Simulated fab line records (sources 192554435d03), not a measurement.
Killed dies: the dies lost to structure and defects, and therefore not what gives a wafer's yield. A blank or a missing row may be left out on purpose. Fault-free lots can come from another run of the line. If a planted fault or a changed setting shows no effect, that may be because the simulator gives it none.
Matching of chambers || flow n5-finfet || N5_STI_FIN_REVEAL_ALD_14 on ald-sin-03 has 4 sister chambers
The step deposits Si3N4, target thk 3 nm. 8 wafers are shown with their chamber, then 12 later ones without.

EACH WAFER AND ITS CHAMBER
{"wafer": "L082.3", "chamber": 2, "heater-power-w (W)": 1042}
{"wafer": "L082.5", "chamber": 1, "heater-power-w (W)": 893}
{"wafer": "L082.6", "chamber": 0, "heater-power-w (W)": 800}
{"wafer": "L088.5", "chamber": 3, "heater-power-w (W)": 875}
{"wafer": "L088.6", "chamber": 2, "heater-power-w (W)": 1065}
{"wafer": "L089.2", "chamber": 3, "heater-power-w (W)": 851}
{"wafer": "L089.4", "chamber": 1, "heater-power-w (W)": 898}
{"wafer": "L089.5", "chamber": 0, "heater-power-w (W)": 788}

WAFERS WITHOUT THEIR CHAMBER
{"wafer": "L090.2", "heater-power-w (W)": 864}
{"wafer": "L090.4", "heater-power-w (W)": 911}
{"wafer": "L090.5", "heater-power-w (W)": 794}
{"wafer": "L091.1", "heater-power-w (W)": 932}
{"wafer": "L091.3", "heater-power-w (W)": 856}
{"wafer": "L091.4", "heater-power-w (W)": 795}
{"wafer": "L096.1", "heater-power-w (W)": 890}
{"wafer": "L096.3", "heater-power-w (W)": 930}
{"wafer": "L096.6", "heater-power-w (W)": 870}
{"wafer": "L097.1", "heater-power-w (W)": 889}
{"wafer": "L097.2", "heater-power-w (W)": 862}
{"wafer": "L097.6", "heater-power-w (W)": 1058}

CHAMBER TAKEN BY EACH
{"wafer": "L090.2", "from the rows above": 3, "in truth": 3}
{"wafer": "L090.4", "from the rows above": 1, "in truth": 1}
{"wafer": "L090.5", "from the rows above": 0, "in truth": 0}
{"wafer": "L091.1", "from the rows above": 1, "in truth": 1}
{"wafer": "L091.3", "from the rows above": 3, "in truth": 3}
{"wafer": "L091.4", "from the rows above": 0, "in truth": 0}
{"wafer": "L096.1", "from the rows above": "can't be placed: 1 or 3", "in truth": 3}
{"wafer": "L096.3", "from the rows above": 1, "in truth": 1}
{"wafer": "L096.6", "from the rows above": "can't be placed: 3 or 1", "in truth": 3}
{"wafer": "L097.1", "from the rows above": "can't be placed: 1 or 3", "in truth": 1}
{"wafer": "L097.2", "from the rows above": 3, "in truth": 3}
{"wafer": "L097.6", "from the rows above": 2, "in truth": 2}
Correctly placed: 9 of 12. Not placeable from these rows: 3 (in 3, the candidates include the true chamber). 0 placed wrongly.
How it was worked out, from the rows above alone: a wafer's distance from a chamber is the root of the sum, over the readings, of the square of ((its reading less the chamber's mean) divided by the reading's scatter). If the next closest chamber is less than 2 further off than the closest, the wafer can't be placed; otherwise it belongs to the closest. For every chamber, the mean is computed from those of its wafers that are shown. The scatter: the root of (the sum of the squares of (reading less its chamber's mean) over the shown wafers, divided by (wafers less chambers)).
